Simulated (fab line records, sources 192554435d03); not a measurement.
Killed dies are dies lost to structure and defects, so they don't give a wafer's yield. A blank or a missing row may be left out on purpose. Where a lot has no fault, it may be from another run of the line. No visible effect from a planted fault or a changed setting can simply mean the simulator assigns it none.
Chamber matching | flow n5_finfet | 4 sister chambers for N5_MOL_CONTACT_COAG_ETCH_89 on rie_diel-02
The step etches underlayer in N2/H2, target depth 13 nm, time 10.4 s. 8 wafers are shown with their chamber, then 12 later ones without.

EACH WAFER AND ITS CHAMBER
wafer  | chamber | drypump_motor_current_A (A) | throttle_valve_pct (%)
L085.6 | 0       | 5.5                         | 17.83
L087.1 | 1       | 5.3                         | 17.73
L089.3 | 1       | 5.3                         | 17.73
L089.4 | 0       | 5.5                         | 17.81
L089.5 | 3       | 6.5                         | 17.98
L090.3 | 3       | 6.4                         | 17.98
L090.4 | 2       | 4.7                         | 17.31
L090.6 | 2       | 4.7                         | 17.31

WAFERS WITHOUT THEIR CHAMBER
wafer  | drypump_motor_current_A (A) | throttle_valve_pct (%)
L091.1 | 5.5                         | 17.84
L091.2 | 4.7                         | 17.33
L091.3 | 6.5                         | 17.99
L091.4 | 5.3                         | 17.74
L091.5 | 4.7                         | 17.33
L091.6 | 6.5                         | 17.98
L093.1 | 4.7                         | 17.34
L093.2 | 6.4                         | 18.00
L093.6 | 5.3                         | 17.74
L095.1 | 5.3                         | 17.75
L095.3 | 4.7                         | 17.35
L095.5 | 5.3                         | 17.74

WHICH CHAMBER EACH ONE RAN IN
wafer  | from the rows above | in truth
L091.1 | 0                   | 0
L091.2 | 2                   | 2
L091.3 | 3                   | 3
L091.4 | 1                   | 1
L091.5 | 2                   | 2
L091.6 | 3                   | 3
L093.1 | 2                   | 2
L093.2 | 3                   | 3
L093.6 | 1                   | 1
L095.1 | 1                   | 1
L095.3 | 2                   | 2
L095.5 | 1                   | 1
12 of 12 placed correctly. Not placeable from these rows: 0. 0 placed wrongly.
How it was worked out, from the rows above alone: a wafer's distance from a chamber is the root of the sum, over the readings, of the square of ((its reading less the chamber's mean) divided by the reading's scatter). The wafer belongs to the nearest chamber; if the next one is less than 2 further off, it can't be placed. The mean given for a chamber averages the wafers shown for that chamber. The scatter is the square root of a quotient: the sum, over the shown wafers, of each reading's squared deviation from its chamber's mean, divided by wafers minus chambers.
